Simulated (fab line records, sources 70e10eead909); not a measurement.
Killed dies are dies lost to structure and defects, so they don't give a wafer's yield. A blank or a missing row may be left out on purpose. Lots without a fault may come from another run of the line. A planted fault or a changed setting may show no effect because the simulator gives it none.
A struck lot beside a sound one | flow nand_harc | 14 steps out of a route of 1302
Sound: wafers L126.1, L126.3, L126.5. Struck: wafers L135.2, L135.3, L135.5. The cause comes at the end.
At each step with rows: each side's tool, then ch and its chambers, then its first start. Under that, the readings that differ: sound wafers | struck wafers | difference of the means | sigmas: that difference in standard deviations of wafers without a fault.
alike: readings whose means differ by less than 2 such deviations, and words and numbers that are the same on both sides. not compared: withheld readings, readings that some wafer has no value for, bounds like >300 that may hide the same value, and numbers for which the record gives no deviation and whose values overlap.
The two part at a step that has a row with sigmas, a row that says differs or no value, or rows on one side only. Numbers that don't overlap but have no deviation are shown without sigmas and don't part them. A reading that every wafer of one side lacks parts them only if that side has two wafers or more.

first, 2 steps without rows for these wafers: NHARC_A_CHANNEL_FILL_D2_ANNEAL_17 (time 1800 s); NHARC_A_CHANNEL_FILL_D2_CVD_18 (deposits poly-Si, target thk 3 nm).
NHARC_A_CHANNEL_FILL_D2_ETCHBACK_19: etches the open film in HBr/Cl2, target depth 5 nm, time 1.7 s.
  sound on rie_si-02 ch 0,2,3, day 16 07:46; struck on rie_si-04 ch 1,2, day 20 03:36
  alike: drypump_motor_current_A, hbr_flow_sccm, oes_product_au, throttle_valve_pct
  not compared: rf_hours_counter_h
NHARC_A_CHANNEL_FILL_D2_ETCHBACK_20: etches the open film in C4F8/O2/Ar, target depth 27 nm, time 13.5 s.
  sound on rie_diel-11 ch 0,2,3, day 16 07:53; struck on rie_diel-11 ch 0,2,3, day 20 03:44
  alike: oes_product_au, rf_vpp_V
  not compared: rf_hours_counter_h
NHARC_A_CHANNEL_FILL_D2_STRIP_28: strips in O2, time 20 s.
  sound on rie_diel-11 ch 0,2, day 16 08:02; struck on rie_diel-11 ch 0,1, day 20 03:49
  alike: chamber_pressure_mTorr, drypump_motor_current_A, oes_product_au, rf_vpp_V, showerhead_plenum_p_Torr, throttle_valve_pct
  not compared: rf_hours_counter_h
then, 4 steps without rows for these wafers: NHARC_A_CHANNEL_FILL_D2_PRECLEAN_21 (cleans in dHF, time 30 s); NHARC_A_CHANNEL_FILL_D2_SRD_23; NHARC_A_CHANNEL_FILL_D2_CVD_05 (deposits poly-Si, target thk 5 nm); NHARC_A_CHANNEL_FILL_D2_ANNEAL_22 (time 7200 s).
NHARC_A_CHANNEL_FILL_D2_ALD_25: deposits SiOx, target thk 60 nm, pulse time 10 s, ald cycles 600.
  sound on ald_hk-01 ch 0,1,3, day 16 19:17; struck on ald_hk-01 ch 1,3, day 20 16:52
  alike: heater_power_w, precursor_pulse_height_rel
  not compared: since_wet_clean_h
NHARC_A_CHANNEL_FILL_D2_ETCHBACK_08: etches the open film in C4F8, target depth 220 nm, time 110 s.
  sound on rie_diel-11 ch 0,1,2; struck on rie_diel-11 ch 1,2
  alike: oes_product_au, rf_vpp_V
  not compared: rf_hours_counter_h
NHARC_A_CHANNEL_FILL_D2_STRIP_29: strips in O2, time 20 s.
  sound on rie_diel-11 ch 0,1,3, day 17 00:55; struck on rie_diel-11 ch 1,2, day 20 22:35
  no value came back on the struck wafers for any of 7 readings (bias_w (W), chamber_pressure_mTorr (mTorr) and others); on the sound wafers bias_w (W) reads 0 0 0
  not compared: rf_hours_counter_h
then, 1 step without rows for these wafers: NHARC_A_CHANNEL_FILL_D2_PRECLEAN_30 (cleans in dHF, time 30 s).
-- the record jumps here: 9 days lie between the struck wafers' starts before and after (it left off in module A_CHANNEL_FILL_D2 and takes up again in module END, whose first step shown is number 1302 of the route) --
NHARC_END_SORT_01:
  the record has rows for the struck wafers here (prober-02 ch 0, day 30 05:21) and none for the sound ones

WHERE THEY PART
First at NHARC_A_CHANNEL_FILL_D2_STRIP_29; last, within this record, at NHARC_END_SORT_01.

WHY: what the simulator had put in
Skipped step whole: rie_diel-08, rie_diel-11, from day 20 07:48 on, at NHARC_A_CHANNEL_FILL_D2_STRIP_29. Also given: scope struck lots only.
